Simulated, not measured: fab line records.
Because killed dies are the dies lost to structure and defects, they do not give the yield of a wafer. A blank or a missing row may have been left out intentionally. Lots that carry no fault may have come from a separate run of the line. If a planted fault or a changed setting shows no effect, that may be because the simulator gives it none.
3 desks looking at one fault    flow nand_harc    what lay behind the numbers comes last; until then each desk has only its own

## THE DEFECT DESK
What the inspections along the route counted, lot by lot: means of the sampled wafers that have a number. Any lot whose mean is over 4 standard deviations away from the usual mean is out of limits and marked OUT; that distance is given in the brackets.
Columns: A = raw_defect_count at NHARC_P_M2_INSPECT_11, usual 4.7
lot   first seen here  A
L353  day 7 01:38      4.0
L357  day 9 03:54      4.3
L365  day 12 15:24     3.0
L373  day 15 16:43     3.0
L374  day 15 23:29     6.7
This desk's verdict: no lot among the 5 shows anything out of limits.

## THE TOOL OWNER'S DESK: rie_diel-01
The tool's own readings at NHARC_P_M2_ETCH_35 (etches the open film in N2/H2, target depth 40 nm, overetch 12 nm, time 43.94 s): means of the sampled wafers that have a number, for each lot that ran on this tool. Any lot whose mean is over 4 standard deviations away from the usual mean is out of limits and marked OUT; that distance is given in the brackets.
Columns: A = drypump_motor_current_A at NHARC_P_M2_ETCH_35, usual 5.9 A; B = oes_product_au at NHARC_P_M2_ETCH_35, usual 1.000 a.u.; C = rf_vpp_V at NHARC_P_M2_ETCH_35, usual 430.2 V; D = run_length_s at NHARC_P_M2_ETCH_35, usual 65.4 s; E = showerhead_plenum_p_Torr at NHARC_P_M2_ETCH_35, usual 2.03 Torr; F = throttle_valve_pct at NHARC_P_M2_ETCH_35, usual 14.172 %
lot   first seen here  A    B      C      D               E     F
L357  day 9 04:04      5.9  1.008  430.1  65.4            2.05  14.180
L365  day 12 15:33     5.9  1.009  430.9  58.1 (-17) OUT  2.05  14.176
This desk's verdict: out of limits on L365, starting with L365 at day 12 15:33 (run_length_s at NHARC_P_M2_ETCH_35). Within limits: L357.

## AT THE METROLOGY DESK
Lot by lot, what the gauges showed, no matter which tool ran the lot: averages of those sampled wafers that carry a number. Any lot whose mean is over 4 standard deviations away from the usual mean is out of limits and marked OUT; that distance is given in the brackets.
Columns: A = cd_nm at NHARC_P_M2_CD_MEAS_09, usual 169.9 nm; B = overlay_x_nm at NHARC_P_M2_OVL_MEAS_10, usual 0.0 nm; C = overlay_y_nm at NHARC_P_M2_OVL_MEAS_10, usual -0.1 nm
lot   first seen here  A      B     C
L353  day 7 01:30      170.6  0.2   -0.7
L357  day 9 03:47      170.1  -1.4  -0.3
L365  day 12 15:16     168.7  0.4   -0.7
L373  day 15 16:36     169.7  -0.8  0.0
L374  day 15 23:21     171.3  -0.1  -1.1
This desk's verdict: no lot among the 5 shows anything out of limits.

## TAKEN TOGETHER
On L365, at day 12 15:33, an alarm was possible from the tool owner's desk.
The defect desk saw nothing out of limits.
Nothing out of limits was seen by the metrology desk.
The defect desk has L365 on record, within its limits.
The metrology desk holds a record of L365, inside its limits.
The lots listed all ran NHARC_P_M2_ETCH_35 on rie_diel-01.

## WHAT THE SIMULATOR PUT IN
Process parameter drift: rie_diel-01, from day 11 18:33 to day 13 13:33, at NHARC_P_M2_ETCH_35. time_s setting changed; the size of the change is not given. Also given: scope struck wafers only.
Lots struck among those shown: L365.
Each desk's first reading out of limits, in hours after the fault started: the tool owner's desk, 21.
